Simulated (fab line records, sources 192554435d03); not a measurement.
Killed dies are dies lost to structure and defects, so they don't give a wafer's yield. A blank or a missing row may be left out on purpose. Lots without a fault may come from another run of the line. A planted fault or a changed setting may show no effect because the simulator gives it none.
fab line records | flow n5_finfet
record lots=5 wafers=15 last_day=18
route steps=1938 shown BEOL_M14@1771 BEOL_M15@1773
lots that met no fault: from a run of the same line without faults
start_h: hours from the record's first day to the start of the lot's first wafer shown | wait_h: hours since the lot's step before | " the same as in the row above | L1.1+2: a row that stands for several wafers | - no value, or no start given | * or withheld: withheld | < > ~ a bound
route shown NAME@n: a module of which the file shows steps, and the number in the route of the first | usual: mean/standard deviation of fault-free wafers | same: alike in all rows | chamber/n: place in a boat | sites: the reading at each site | _std_site: their standard deviation | _edge_site: outer sites' mean less inner sites' | radius_mm: how far each site lies from the wafer's centre | mask NAME#n: copy n | behind: the tool/chamber that last shaped the wafer | hold: why the lot was held/for how many hours/how that ended | device: the transistor (n, p or np) that didn't switch | end of line: the same wafers' tests at the end of the route | a step without rows: its recipe alone | killed: dies lost to structure and defects at the first sort, not the wafer's yield | map: a wafer's dies, x killed, . not, _ none there
set.NAME: the setting as run; set.NAME@STEP: as run at that earlier step | model.NAME: the simulator's own value behind a step, which no gauge read
lots at some steps of the route; a table a step, a row a wafer
services: from which hour (start_h, from the record's first day; less than 0 if before it) a tool's chamber was out of use, for how many hours, and why
## steps
# step N5_BEOL_M14_RS_MEAS_54
# recipe thk_meas_gauge=four-point-probe reads=Cu_of_BEOL_M14_ECD_47+Ta_of_BEOL_M14_SPUTTER_44+TaN_of_BEOL_M14_SPUTTER_43
# usual M14_RS=0.0333/0.00094
# columns lot.wafer tool chamber start_h wait_h M14_RS[ohm/sq]
L078.1 film_metro-02 - 303.18 0.0 0.0341
L078.2 " - " " 0.0319
L078.6 " - " " 0.0321
L081.1 film_metro-01 - 309.11 0.0 0.0343
L081.4 " - " " 0.0330
L081.6 " - " " 0.0334
L085.1 film_metro-02 - 324.14 0.0 0.0340
L085.4 " - " " 0.0327
L085.5 " - " " 0.0336
L092.1 film_metro-01 - 378.26 0.0 0.0321
L092.2 " - " " 0.0345
L092.5 " - " " 0.0331
L095.1 film_metro-02 - 404.83 0.0 0.0318
L095.5 " - " " 0.0328
L095.6 " - " " 0.0317
# step N5_BEOL_M14_INSPECT_55
# recipe inspect_instrument=darkfield mode=post_dep
# usual raw_defect_count=72/22
# columns lot.wafer tool chamber start_h wait_h raw_defect_count
L078.1 defect_inspect-02 - 303.21 0.0 33
L078.2 " - " " 59
L078.6 " - " " 36
L081.1 defect_inspect-01 - 309.13 0.0 44
L081.4 " - " " 51
L081.6 " - " " 48
L085.1 defect_inspect-01 - 324.16 0.0 62
L085.4 " - " " 89
L085.5 " - " " 88
L092.1 defect_inspect-02 - 378.29 0.0 135
L092.2 " - " " 88
L092.5 " - " " 61
L095.1 defect_inspect-01 - 404.85 0.0 47
L095.5 " - " " 56
L095.6 " - " " 43
# step N5_BEOL_M15_ILD_DEP_00
# recipe material=SiO2 target_thk_a=16293 temp_c=400 precursor=TEOS/O2 pressure_torr=6.5 rf_w=900 teos_flow_sccm=161.4 gas=O2 flow_sccm=2650 time_s=346.1
# usual heater_power_w=516/110 showerhead_plenum_p_Torr=8.36/0.032 throttle_valve_pct=19.1/1.3
# columns lot.wafer tool chamber start_h wait_h heater_power_w showerhead_plenum_p_Torr throttle_valve_pct
L078.1 pecvd-04 1 303.25 0.0 471 8.44 21.9
L078.2 " 0 " " 493 8.34 18.8
L078.6 " 1 " " 388 8.41 22.1
L081.1 pecvd-04 0 309.17 0.0 518 8.34 18.8
L081.4 " 2 " " 555 8.35 19.4
L081.6 " 0 " " 393 8.33 19.0
L085.1 pecvd-04 1 324.20 0.0 424 8.43 21.7
L085.4 " 2 " " 570 8.36 19.2
L085.5 " 1 " " 480 8.43 21.9
L092.1 pecvd-04 2 378.33 0.0 582 8.35 19.0
L092.2 " 1 " " 397 8.40 21.9
L092.5 " 2 " " 695 8.36 19.2
L095.1 pecvd-02 2 404.89 0.0 433 8.36 17.9
L095.5 " 2 " " 329 8.35 17.7
L095.6 " 0 " " 511 8.36 18.2
# step N5_BEOL_M15_THK_MEAS_01
# recipe reads=SiO2_of_BEOL_M15_ILD_DEP_00
# usual M15_ILD_THK=1633/25
# columns lot.wafer tool chamber start_h wait_h M15_ILD_THK[nm]
L078.1 film_metro-01 - 303.50 0.1 1641
L078.2 " - " " 1577
L078.6 " - " " 1668
L081.1 film_metro-01 - 309.42 0.1 1574
L081.4 " - " " 1651
L081.6 " - " " 1574
L085.1 film_metro-01 - 324.45 0.1 1645
L085.4 " - " " 1646
L085.5 " - " " 1642
L092.1 film_metro-02 - 378.58 0.1 1636
L092.2 " - " " 1618
L092.5 " - " " 1680
L095.1 film_metro-01 - 405.14 0.1 1610
L095.5 " - " " 1618
L095.6 " - " " 1640
# step N5_BEOL_M15_COAT_58
# recipe resist=BARC temp_c=205 time_s=60 spin_rpm=1500 resist_thk_nm=89
# columns lot.wafer tool chamber start_h wait_h
L078.1+2+6 litho_track-02 0 303.53 0.0
L081.1+4+6 litho_track-04 0 309.45 0.0
L085.1+4+5 litho_track-04 0 324.48 0.0
L092.1+2+5 litho_track-04 0 378.61 0.0
L095.1+5+6 litho_track-02 0 405.17 0.0
# step N5_BEOL_M15_COAT_04
# recipe spin_rpm=1704 resist_thk_nm=800
# columns lot.wafer tool chamber start_h wait_h
L078.1+2+6 litho_track-02 0 - -
L081.1+4+6 litho_track-04 0 - -
L085.1+4+5 litho_track-04 0 - -
L092.1+2+5 litho_track-04 0 - -
L095.1+5+6 litho_track-02 0 - -
# step N5_BEOL_M15_EBR_06
# recipe solvent=PGMEA ebr_width_mm=1.5
# columns lot.wafer tool chamber start_h wait_h
L078.1+2+6 litho_track-02 0 - -
L081.1+4+6 litho_track-04 0 - -
L085.1+4+5 litho_track-04 0 - -
L092.1+2+5 litho_track-04 0 - -
L095.1+5+6 litho_track-02 0 - -
# step N5_BEOL_M15_SOFTBAKE_05
# recipe temp_c=130 time_s=60
# columns lot.wafer tool chamber start_h wait_h
L078.1+2+6 litho_track-02 0 - -
L081.1+4+6 litho_track-04 0 - -
L085.1+4+5 litho_track-04 0 - -
L092.1+2+5 litho_track-04 0 - -
L095.1+5+6 litho_track-02 0 - -
# step N5_BEOL_M15_EXPOSE_07
# recipe mask_id=V14 na=0.8 source_shape=annular sigma_inner=0.5 sigma_outer=0.8 polarization=unpolarized attpsm_phase_deg=180 dose_mj=41.25
# usual exposure_dose_mJ_cm2=41.22/0.043
# same sigma_inner=0.5
# columns lot.wafer tool chamber start_h wait_h mask exposure_dose_mJ_cm2
L078.1 krf_scanner-02 0 303.75 - V14#0 41.23
L078.2 " 0 " " V14#0 41.25
L078.6 " 0 " " V14#0 41.23
L081.1 krf_scanner-01 0 309.55 - V14#0 41.19
L081.4 " 0 " " V14#0 41.17
L081.6 " 0 " " V14#0 41.16
L085.1 krf_scanner-01 0 324.76 - V14#0 41.19
L085.4 " 0 " " V14#0 41.15
L085.5 " 0 " " V14#0 41.17
L092.1 krf_scanner-01 0 378.71 - V14#0 41.23
L092.2 " 0 " " V14#0 41.17
L092.5 " 0 " " V14#0 41.25
L095.1 krf_scanner-01 0 405.39 - V14#0 41.15
L095.5 " 0 " " V14#0 41.23
L095.6 " 0 " " V14#0 41.07
# step N5_BEOL_M15_PEB_08
# recipe peb_temp_c=130 peb_time_s=90
# columns lot.wafer tool chamber start_h wait_h
L078.1+2+6 litho_track-03 0 303.81 0.1
L081.1+4+6 litho_track-02 0 309.61 0.1
L085.1+4+5 litho_track-03 0 324.82 0.1
L092.1+2+5 litho_track-02 0 378.77 0.1
L095.1+5+6 litho_track-04 0 405.45 0.1
# step N5_BEOL_M15_DEVELOP_09
# recipe develop_time_s=45 rinse_liquid=diw dry=air_spin dev_temp_c=21
# columns lot.wafer tool chamber start_h wait_h
L078.1+2+6 litho_track-03 0 - -
L081.1+4+6 litho_track-02 0 - -
L085.1+4+5 litho_track-03 0 - -
L092.1+2+5 litho_track-02 0 - -
L095.1+5+6 litho_track-04 0 - -
# step N5_BEOL_M15_HARDBAKE_14
# recipe temp_c=130 time_s=120
# columns lot.wafer tool chamber start_h wait_h
L078.1+2+6 litho_track-03 0 - -
L081.1+4+6 litho_track-02 0 - -
L085.1+4+5 litho_track-03 0 - -
L092.1+2+5 litho_track-02 0 - -
L095.1+5+6 litho_track-04 0 - -
# step N5_BEOL_M15_CD_MEAS_10
# recipe target_cd_nm=360 landing_energy_ev=500 detector=se_inlens polarity=opening
# usual cd_nm=359.7/2.2
# columns lot.wafer tool chamber start_h wait_h cd_nm
L078.1 cd_sem-01 0 303.92 - 360.6
L078.2 " 0 " " 362.3
L078.6 " 0 " " 361.6
L081.1 cd_sem-03 0 309.73 - 359.7
L081.4 " 0 " " 359.3
L081.6 " 0 " " 359.6
L085.1 cd_sem-02 0 324.93 - 358.9
L085.4 " 0 " " 361.1
L085.5 " 0 " " 361.3
L092.1 cd_sem-01 0 378.88 - 357.7
L092.2 " 0 " " 355.6
L092.5 " 0 " " 358.6
L095.1 cd_sem-01 0 405.57 - 356.9
L095.5 " 0 " " 356.3
L095.6 " 0 " " 355.5
# step N5_BEOL_M15_OVL_MEAS_11
# recipe points_per_wafer=44
# usual V14_OVL=4/6.4
# columns lot.wafer tool chamber start_h wait_h V14_OVL[nm]
L078.1 overlay-02 0 303.95 0.0 2
L078.2 " 0 " " 8
L078.6 " 0 " " 12
L081.1 overlay-02 0 309.76 0.0 15
L081.4 " 0 " " 7
L081.6 " 0 " " 5
L085.1 overlay-02 0 324.96 0.0 8
L085.4 " 0 " " 8
L085.5 " 0 " " 7
L092.1 overlay-02 0 378.91 0.0 12
L092.2 " 0 " " 9
L092.5 " 0 " " 15
L095.1 overlay-01 0 405.60 0.0 5
L095.5 " 0 " " 5
L095.6 " 0 " " 9
# step N5_BEOL_M15_INSPECT_12
# recipe mode=adi inspect_instrument=macro
# usual raw_defect_count=2.0/1.5
# columns lot.wafer tool chamber start_h wait_h raw_defect_count
L078.1 defect_inspect-02 - 303.98 0.0 0
L078.2 " - " " 3
L078.6 " - " " 1
L081.1 defect_inspect-02 - 309.78 0.0 1
L081.4 " - " " 1
L081.6 " - " " 4
L085.1 defect_inspect-02 - 324.98 0.0 4
L085.4 " - " " 2
L085.5 " - " " 0
L092.1 defect_inspect-02 - 378.94 0.0 3
L092.2 " - " " 0
L092.5 " - " " 0
L095.1 defect_inspect-02 - 405.62 0.0 3
L095.5 " - " " 3
L095.6 " - " " 2
# step N5_BEOL_M15_DESCUM_15
# recipe chemistry=O2 time_s=7.9 source_power_w=50 bias_power_w=20 pressure_mtorr=20 rf_frequency_hz=2.712e+07 temp_c=40 o2_flow_sccm=225
# usual drypump_motor_current_A=5.8/0.37 oes_product_au=0.83/0.08 rf_vpp_V=244.0/1.2 showerhead_plenum_p_Torr=2.14/0.07 throttle_valve_pct=20.41/0.23
# columns lot.wafer tool chamber start_h wait_h drypump_motor_current_A oes_product_au rf_hours_counter_h rf_vpp_V showerhead_plenum_p_Torr throttle_valve_pct
L078.1 rie_diel-06 3 304.01 0.0 5.9 0.79 104 242.5 2.01 20.78
L078.2 " 0 " " 5.9 0.85 66 244.0 2.14 20.20
L078.6 " 0 " " 5.9 0.85 - 245.7 2.14 20.20
L081.1 rie_diel-06 1 310.21 0.4 5.9 0.92 31 245.9 2.20 20.20
L081.4 " 0 " " 5.9 0.84 69 243.7 2.14 20.21
L081.6 " 0 " " 5.9 0.84 - 243.6 2.14 20.21
L085.1 rie_diel-04 1 325.05 0.1 5.8 0.95 13 242.2 2.04 20.18
L085.4 " 0 " " 6.3 0.93 21 246.3 2.25 20.54
L085.5 " 0 " " 6.3 0.94 - 245.6 2.25 20.53
L092.1 rie_diel-04 0 379.12 0.2 6.3 0.90 35 244.5 2.24 20.56
L092.2 " 2 " " 5.4 0.72 172 245.1 2.20 20.75
L092.5 " 2 " " 5.4 0.73 - 244.9 2.20 20.75
L095.1 rie_diel-04 3 405.66 0.0 5.4 0.77 130 245.0 2.10 20.24
L095.5 " 3 " " 5.4 0.77 - 242.5 2.10 20.25
L095.6 " 2 " " 5.4 0.72 - 245.2 2.19 20.76
# step N5_BEOL_M15_ETCH_59
# recipe chemistry=N2/H2 target=BARC target_depth_a=890 overetch_a=267 time_s=67.9 ion_energy_ev=200 pressure_mtorr=30 source_w=840 bias_w=150 n2_flow_sccm=200 h2_flow_sccm=200
# usual drypump_motor_current_A=5.8/0.37 oes_product_au=0.70/0.065 rf_vpp_V=525.4/2.3 showerhead_plenum_p_Torr=2.60/0.077 throttle_valve_pct=17.88/0.22
# columns lot.wafer tool chamber start_h wait_h drypump_motor_current_A oes_product_au rf_hours_counter_h rf_vpp_V showerhead_plenum_p_Torr throttle_valve_pct
L078.1 rie_diel-06 3 304.05 0.0 5.9 0.69 104 521.6 2.46 18.38
L078.2 " 0 " " 5.9 0.72 66 525.2 2.58 17.47
L078.6 " 0 " " 5.8 0.71 - 525.4 2.57 17.46
L081.1 rie_diel-06 1 310.25 0.0 5.9 0.79 31 527.9 2.69 17.74
L081.4 " 0 " " 5.9 0.71 69 523.6 2.57 17.45
L081.6 " 0 " " 5.8 0.71 - 525.0 2.57 17.48
L085.1 rie_diel-04 1 325.09 0.0 5.8 0.80 13 522.2 2.50 17.75
L085.4 " 0 " " 6.3 0.78 21 527.3 2.71 17.85
L085.5 " 0 " " 6.3 0.78 - 528.3 2.71 17.87
L092.1 rie_diel-04 0 379.15 0.0 6.4 0.75 35 527.8 2.71 17.89
L092.2 " 2 " " 5.4 0.63 172 526.4 2.65 18.04
L092.5 " 2 " " 5.4 0.63 - 525.8 2.65 18.04
L095.1 rie_diel-04 3 405.69 0.0 5.4 0.65 130 524.6 2.56 17.82
L095.5 " 3 " " 5.4 0.65 - 525.0 2.56 17.82
L095.6 " 2 " " 5.4 0.62 - 527.0 2.65 18.07
# step N5_BEOL_M15_VIA_ETCH_16
# recipe chemistry=C4F8/O2/Ar target=SiO2 he_inner_torr=15 he_outer_torr=30 target_depth_a=17922 time_s=withheld ion_energy_ev=800 pressure_mtorr=20 source_w=1905 bias_w=2040 Ar_flow_sccm=400 C4F8_flow_sccm=16 O2_flow_sccm=12 ends=cleared
# usual O2_flow_sccm=12.00/0.036 drypump_motor_current_A=5.8/0.36 oes_f_703_au=0.82/0.076 oes_product_au=0.74/0.073 rf_vpp_V=2238/42 showerhead_plenum_p_Torr=3.51/0.092 throttle_valve_pct=30.93/0.23
# columns lot.wafer tool chamber start_h wait_h O2_flow_sccm drypump_motor_current_A oes_f_703_au oes_product_au rf_vpp_V showerhead_plenum_p_Torr throttle_valve_pct
L078.1 rie_diel-06 3 304.10 0.0 11.97 5.8 0.79 0.72 2245 3.34 31.45
L078.2 " 0 " " 11.97 5.9 0.86 0.76 2216 3.50 30.66
L078.6 " 0 " " 11.99 5.9 0.86 0.76 2217 3.50 30.64
L081.1 rie_diel-06 1 310.30 0.0 12.03 5.9 0.92 0.83 2253 3.62 30.79
L081.4 " 0 " " 11.99 5.9 0.85 0.75 2218 3.50 30.64
L081.6 " 0 " " 11.92 5.9 0.85 0.76 2217 3.50 30.66
L085.1 rie_diel-04 1 325.14 0.0 12.00 5.8 0.94 0.85 2177 3.39 30.85
L085.4 " 0 " " 12.00 6.4 0.91 0.83 2298 3.64 30.93
L085.5 " 0 " " 11.98 6.3 0.91 0.83 2297 3.64 30.93
L092.1 rie_diel-04 0 379.21 0.0 12.00 6.4 0.89 0.82 2296 3.63 30.95
L092.2 " 2 " " 11.98 5.4 0.73 0.66 2292 3.58 31.17
L092.5 " 2 " " 12.00 5.4 0.74 0.66 2292 3.58 31.16
L095.1 rie_diel-04 3 405.74 0.0 11.98 5.4 0.79 0.70 2222 3.48 30.88
L095.5 " 3 " " 11.99 5.4 0.78 0.70 2221 3.48 30.88
L095.6 " 2 " " 11.98 5.4 0.73 0.66 2292 3.58 31.17
# step N5_BEOL_M15_STRIP_63
# recipe chemistry=O2 power_w=600 temp_c=60 pressure_mtorr=30 rf_frequency_hz=6e+07 bias_power_w=0 overash_fraction=0.3 o2_flow_sccm=225
# usual drypump_motor_current_A=5.8/0.37 oes_product_au=0.83/0.08 rf_vpp_V=3.7/0.77 showerhead_plenum_p_Torr=2.15/0.07 throttle_valve_pct=16.63/0.22
# columns lot.wafer tool chamber start_h wait_h drypump_motor_current_A oes_product_au rf_hours_counter_h rf_vpp_V showerhead_plenum_p_Torr throttle_valve_pct
L078.1 rie_diel-06 3 - - 5.8 0.79 104 2.6 2.02 17.00
L078.2 " 0 " " 5.8 0.85 66 2.1 2.14 16.41
L078.6 " 0 " " 5.8 0.83 - 2.7 2.14 16.42
L081.1 rie_diel-06 1 - - 5.9 0.93 32 3.4 2.20 16.42
L081.4 " 0 " " 5.9 0.84 69 2.4 2.14 16.44
L081.6 " 0 " " 5.9 0.86 - 3.9 2.14 16.44
L085.1 rie_diel-04 1 - - 5.8 0.93 13 2.3 2.04 16.38
L085.4 " 0 " " 6.4 0.93 21 3.6 2.25 16.69
L085.5 " 0 " " 6.3 0.92 - 3.1 2.25 16.67
L092.1 rie_diel-04 0 - - 6.3 0.89 35 3.7 2.24 16.71
L092.2 " 2 " " 5.4 0.73 172 3.4 2.20 16.94
L092.5 " 2 " " 5.4 0.73 - 3.9 2.20 16.94
L095.1 rie_diel-04 3 - - 5.4 0.76 130 3.3 2.11 16.48
L095.5 " 3 " " 5.4 0.76 - 3.9 2.11 16.46
L095.6 " 2 " " 5.4 0.72 - 3.0 2.20 16.96
# step N5_BEOL_M15_STRIP_64
# recipe chemistry=O2 power_w=600 temp_c=60 pressure_mtorr=30 rf_frequency_hz=6e+07 bias_power_w=0 overash_fraction=0.3 o2_flow_sccm=225
# usual drypump_motor_current_A=5.8/0.36 oes_product_au=0.82/0.079 rf_vpp_V=3.6/0.52 showerhead_plenum_p_Torr=2.15/0.069 throttle_valve_pct=16.63/0.22
# columns lot.wafer tool chamber start_h wait_h drypump_motor_current_A oes_product_au rf_hours_counter_h rf_vpp_V showerhead_plenum_p_Torr throttle_valve_pct
L078.1 rie_diel-06 3 - - 5.9 0.78 104 3.2 2.02 16.97
L078.2 " 0 " " 5.9 0.83 66 3.3 2.14 16.41
L078.6 " 0 " " 5.9 0.84 - 4.3 2.14 16.42
L081.1 rie_diel-06 1 - - 6.0 0.91 32 4.1 2.20 16.40
L081.4 " 0 " " 5.8 0.84 69 2.3 2.14 16.42
L081.6 " 0 " " 5.8 0.84 - 3.2 2.14 16.42
L085.1 rie_diel-04 1 - - 5.8 0.94 13 4.0 2.04 16.40
L085.4 " 0 " " 6.3 0.92 21 3.7 2.25 16.69
L085.5 " 0 " " 6.3 0.93 - 3.5 2.25 16.68
L092.1 rie_diel-04 0 - - 6.4 0.90 35 3.7 2.24 16.72
L092.2 " 2 " " 5.4 0.73 172 3.6 2.20 16.94
L092.5 " 2 " " 5.4 0.73 - 3.4 2.20 16.96
L095.1 rie_diel-04 3 - - 5.4 0.76 130 4.3 2.11 16.49
L095.5 " 3 " " 5.4 0.76 - 3.8 2.11 16.48
L095.6 " 2 " " 5.4 0.72 - 4.0 2.20 16.97
# step N5_BEOL_M15_STRIP_65
# recipe chemistry=post_etch_residue_remover time_s=60 temp_c=25 remover_ph=withheld remover_water_wt_pct=withheld remover_fluoride_wt_pct=withheld
# columns lot.wafer tool chamber start_h wait_h
L078.1+2+6 wet_bench-05 1,2,6 304.45 -
L081.1+4+6 wet_bench-05 6,5,4 310.65 -
L085.1+4+5 wet_bench-03 4,6,3 325.50 -
L092.1+2+5 wet_bench-03 7,0,1 379.57 -
L095.1+5+6 wet_bench-05 3,7,5 406.09 -
# step N5_BEOL_M15_SRD_66
# recipe time_s=30 temp_c=23 rinse_liquid=diw dry=n2_spin spin_rpm=1500 dry_time_s=30
# columns lot.wafer tool chamber start_h wait_h
L078.1+2+6 wet_bench-05 1,2,6 304.47 0.0
L081.1+4+6 wet_bench-05 6,5,4 310.67 0.0
L085.1+4+5 wet_bench-03 4,6,3 325.51 0.0
L092.1+2+5 wet_bench-03 7,0,1 379.59 0.0
L095.1+5+6 wet_bench-05 3,7,5 406.11 0.0
# step N5_BEOL_M15_CD_MEAS_17
# recipe target_cd_nm=360 polarity=opening
# usual cd_nm=361.1/2.4
# columns lot.wafer tool chamber start_h wait_h cd_nm
L078.1 cd_sem-02 - 304.51 0.0 360.7
L078.2 " - " " 366.1
L078.6 " - " " 365.5
L081.1 cd_sem-03 - 310.71 0.0 359.7
L081.4 " - " " 363.1
L081.6 " - " " 362.2
L085.1 cd_sem-03 - 325.56 0.0 360.7
L085.4 " - " " 362.1
L085.5 " - " " 363.1
L092.1 cd_sem-01 - 379.62 0.0 357.7
L092.2 " - " " 357.0
L092.5 " - " " 360.5
L095.1 cd_sem-03 - 406.15 0.0 359.9
L095.5 " - " " 358.3
L095.6 " - " " 357.9
# step N5_BEOL_M15_COAT_56
# recipe resist=SOC temp_c=250 time_s=60 spin_rpm=1500 resist_thk_nm=550
# columns lot.wafer tool chamber start_h wait_h
L078.1+2+6 litho_track-02 0 304.55 0.0
L081.1+4+6 litho_track-04 0 310.75 0.0
L085.1+4+5 litho_track-02 0 325.59 0.0
L092.1+2+5 litho_track-03 0 379.66 0.0
L095.1+5+6 litho_track-03 0 406.19 0.0
# step N5_BEOL_M15_ETCH_57
# recipe chemistry=N2/H2 target=SOC source_w=3000 bias_w=350 time_s=750 ion_energy_ev=200 pressure_mtorr=30 n2_flow_sccm=200 h2_flow_sccm=200
# usual drypump_motor_current_A=5.9/0.34 oes_product_au=0.83/0.082 rf_vpp_V=525.3/2.3 showerhead_plenum_p_Torr=2.60/0.08 throttle_valve_pct=17.77/0.25
# columns lot.wafer tool chamber start_h wait_h drypump_motor_current_A oes_product_au rf_hours_counter_h rf_vpp_V showerhead_plenum_p_Torr throttle_valve_pct
L078.1 rie_diel-06 1 304.61 - 5.9 0.92 30 527.8 2.69 17.63
L078.2 " 2 " " 5.9 0.72 171 527.0 2.64 17.60
L078.6 " 0 " " 5.8 0.84 - 525.4 2.57 17.37
L081.1 rie_diel-04 3 310.92 - 5.4 0.79 103 524.1 2.57 17.67
L081.4 " 0 " " 6.3 0.92 17 528.6 2.72 17.75
L081.6 " 2 " " 5.4 0.74 - 528.0 2.66 17.90
L085.1 rie_diel-04 2 325.66 - 5.4 0.74 158 526.9 2.66 17.92
L085.4 " 0 " " 6.3 0.92 21 529.4 2.71 17.75
L085.5 " 1 " " 5.8 0.93 - 522.5 2.50 17.63
L092.1 rie_diel-02 0 379.73 - 6.5 0.91 30 529.2 2.69 17.60
L092.2 " 3 " " 5.9 0.80 100 523.1 2.57 17.78
L092.5 " 2 " " 5.2 0.82 - 524.3 2.57 17.85
L095.1 rie_diel-04 0 406.26 - 6.3 0.88 44 528.0 2.70 17.81
L095.5 " 0 " " 6.3 0.88 - 527.4 2.70 17.81
L095.6 " 1 " " 5.8 0.90 - 522.4 2.49 17.67
# step N5_BEOL_M15_COAT_60
# recipe resist=BARC temp_c=205 time_s=60 spin_rpm=1500 resist_thk_nm=89
# columns lot.wafer tool chamber start_h wait_h
L078.1+2+6 litho_track-04 0 305.11 0.3
L081.1+4+6 litho_track-03 0 311.42 0.3
L085.1+4+5 litho_track-03 0 326.16 0.3
L092.1+2+5 litho_track-04 0 380.23 0.3
L095.1+5+6 litho_track-04 0 406.76 0.3
# step N5_BEOL_M15_COAT_22
# recipe spin_rpm=1704 resist_thk_nm=800
# columns lot.wafer tool chamber start_h wait_h
L078.1+2+6 litho_track-04 0 - -
L081.1+4+6 litho_track-03 0 - -
L085.1+4+5 litho_track-03 0 - -
L092.1+2+5 litho_track-04 0 - -
L095.1+5+6 litho_track-04 0 - -
# step N5_BEOL_M15_EBR_24
# recipe solvent=PGMEA ebr_width_mm=1.5
# columns lot.wafer tool chamber start_h wait_h
L078.1+2+6 litho_track-04 0 - -
L081.1+4+6 litho_track-03 0 - -
L085.1+4+5 litho_track-03 0 - -
L092.1+2+5 litho_track-04 0 - -
L095.1+5+6 litho_track-04 0 - -
# step N5_BEOL_M15_SOFTBAKE_23
# recipe temp_c=130 time_s=60
# columns lot.wafer tool chamber start_h wait_h
L078.1+2+6 litho_track-04 0 - -
L081.1+4+6 litho_track-03 0 - -
L085.1+4+5 litho_track-03 0 - -
L092.1+2+5 litho_track-04 0 - -
L095.1+5+6 litho_track-04 0 - -
# step N5_BEOL_M15_EXPOSE_25
# recipe mask_id=M15 na=0.8 source_shape=annular sigma_inner=0.5 sigma_outer=0.8 polarization=unpolarized target_cd_nm=400 dose_mj=35.5
# usual exposure_dose_mJ_cm2=35.47/0.044
# same sigma_inner=0.5
# columns lot.wafer tool chamber start_h wait_h mask exposure_dose_mJ_cm2
L078.1 krf_scanner-01 0 305.21 - M15#0 35.45
L078.2 " 0 " " M15#0 35.42
L078.6 " 0 " " M15#0 35.47
L081.1 krf_scanner-02 0 311.52 - M15#0 35.46
L081.4 " 0 " " M15#0 35.44
L081.6 " 0 " " M15#0 35.45
L085.1 krf_scanner-01 0 326.26 - M15#0 35.44
L085.4 " 0 " " M15#0 35.43
L085.5 " 0 " " M15#0 35.38
L092.1 krf_scanner-01 0 380.45 - M15#0 35.38
L092.2 " 0 " " M15#0 35.43
L092.5 " 0 " " M15#0 35.44
L095.1 krf_scanner-02 0 406.98 - M15#0 35.55
L095.5 " 0 " " M15#0 35.54
L095.6 " 0 " " M15#0 35.51
# step N5_BEOL_M15_PEB_26
# recipe peb_temp_c=130 peb_time_s=90
# columns lot.wafer tool chamber start_h wait_h
L078.1+2+6 litho_track-02 0 305.27 0.1
L081.1+4+6 litho_track-03 0 311.58 0.1
L085.1+4+5 litho_track-04 0 326.32 0.1
L092.1+2+5 litho_track-03 0 380.51 0.1
L095.1+5+6 litho_track-04 0 407.04 0.1
# step N5_BEOL_M15_DEVELOP_27
# recipe develop_time_s=45 rinse_liquid=diw dry=air_spin dev_temp_c=21
# columns lot.wafer tool chamber start_h wait_h
L078.1+2+6 litho_track-02 0 - -
L081.1+4+6 litho_track-03 0 - -
L085.1+4+5 litho_track-04 0 - -
L092.1+2+5 litho_track-03 0 - -
L095.1+5+6 litho_track-04 0 - -
# step N5_BEOL_M15_HARDBAKE_32
# recipe temp_c=130 time_s=120
# columns lot.wafer tool chamber start_h wait_h
L078.1+2+6 litho_track-02 0 - -
L081.1+4+6 litho_track-03 0 - -
L085.1+4+5 litho_track-04 0 - -
L092.1+2+5 litho_track-03 0 - -
L095.1+5+6 litho_track-04 0 - -
# step N5_BEOL_M15_CD_MEAS_28
# recipe target_cd_nm=407.6 landing_energy_ev=500 detector=se_inlens
# usual cd_nm=409.4/2.1
# columns lot.wafer tool chamber start_h wait_h cd_nm
L078.1 cd_sem-03 0 305.38 - 407.7
L078.2 " 0 " " 408.2
L078.6 " 0 " " 406.0
L081.1 cd_sem-01 0 311.69 - 410.6
L081.4 " 0 " " 409.8
L081.6 " 0 " " 409.1
L085.1 cd_sem-01 0 326.43 - 410.2
L085.4 " 0 " " 410.9
L085.5 " 0 " " 411.1
L092.1 cd_sem-02 0 380.62 - 408.5
L092.2 " 0 " " 411.0
L092.5 " 0 " " 408.2
L095.1 cd_sem-03 0 407.15 - 410.9
L095.5 " 0 " " 410.7
L095.6 " 0 " " 411.6
# step N5_BEOL_M15_OVL_MEAS_29
# recipe points_per_wafer=44
# usual M15_OVL=0/5
# columns lot.wafer tool chamber start_h wait_h M15_OVL[nm]
L078.1 overlay-01 0 305.41 0.0 3
L078.2 " 0 " " 3
L078.6 " 0 " " 4
L081.1 overlay-01 0 311.72 0.0 -6
L081.4 " 0 " " 2
L081.6 " 0 " " 3
L085.1 overlay-01 0 326.46 0.0 -5
L085.4 " 0 " " 4
L085.5 " 0 " " -5
L092.1 overlay-01 0 380.65 0.0 5
L092.2 " 0 " " -3
L092.5 " 0 " " -2
L095.1 overlay-02 0 407.18 0.0 1
L095.5 " 0 " " 1
L095.6 " 0 " " -6
# step N5_BEOL_M15_INSPECT_30
# recipe mode=adi inspect_instrument=macro
# usual raw_defect_count=2.1/1.5
# columns lot.wafer tool chamber start_h wait_h raw_defect_count
L078.1 defect_inspect-01 - 305.44 0.0 0
L078.2 " - " " 1
L078.6 " - " " 3
L081.1 defect_inspect-02 - 311.75 0.0 1
L081.4 " - " " 4
L081.6 " - " " 3
L085.1 defect_inspect-02 - 326.48 0.0 2
L085.4 " - " " 0
L085.5 " - " " 1
L092.1 defect_inspect-01 - 380.68 0.0 3
L092.2 " - " " 5
L092.5 " - " " 3
L095.1 defect_inspect-01 - 407.21 0.0 5
L095.5 " - " " 1
L095.6 " - " " 3
## services
# columns tool chamber start_h hours kind
krf_scanner-01 - 285.80 1.3 pm
krf_scanner-02 - 288.63 1.3 pm
pecvd-04 1 295.10 2.1 scheduled_down
krf_scanner-01 - 300.42 3.0 pm
rie_diel-06 - 301.29 2.1 repair
krf_scanner-01 - 320.34 0.8 pm
krf_scanner-02 - 322.97 4.4 pm
krf_scanner-02 - 332.78 1.0 pm
pecvd-04 0 342.55 3.9 repair
wet_bench-05 - 349.05 11.5 repair
rie_diel-02 - 350.76 0.6 repair
pecvd-04 0 351.59 2.1 scheduled_down
pecvd-04 1 355.05 5.5 scheduled_down
rie_diel-04 - 369.49 0.5 repair
krf_scanner-02 - 373.24 5.7 repair
rie_diel-06 3 382.22 3.5 repair
pecvd-04 1 383.62 - clean
pecvd-04 1 383.62 - consumable_replace:showerhead
pecvd-04 1 383.62 29.0 scheduled_down
krf_scanner-01 - 386.06 1.5 repair
rie_diel-06 3 387.36 10.5 repair
krf_scanner-01 - 396.39 1.0 pm
krf_scanner-02 - 406.44 0.3 repair
pecvd-04 2 407.04 2.9 repair
## key
fault none
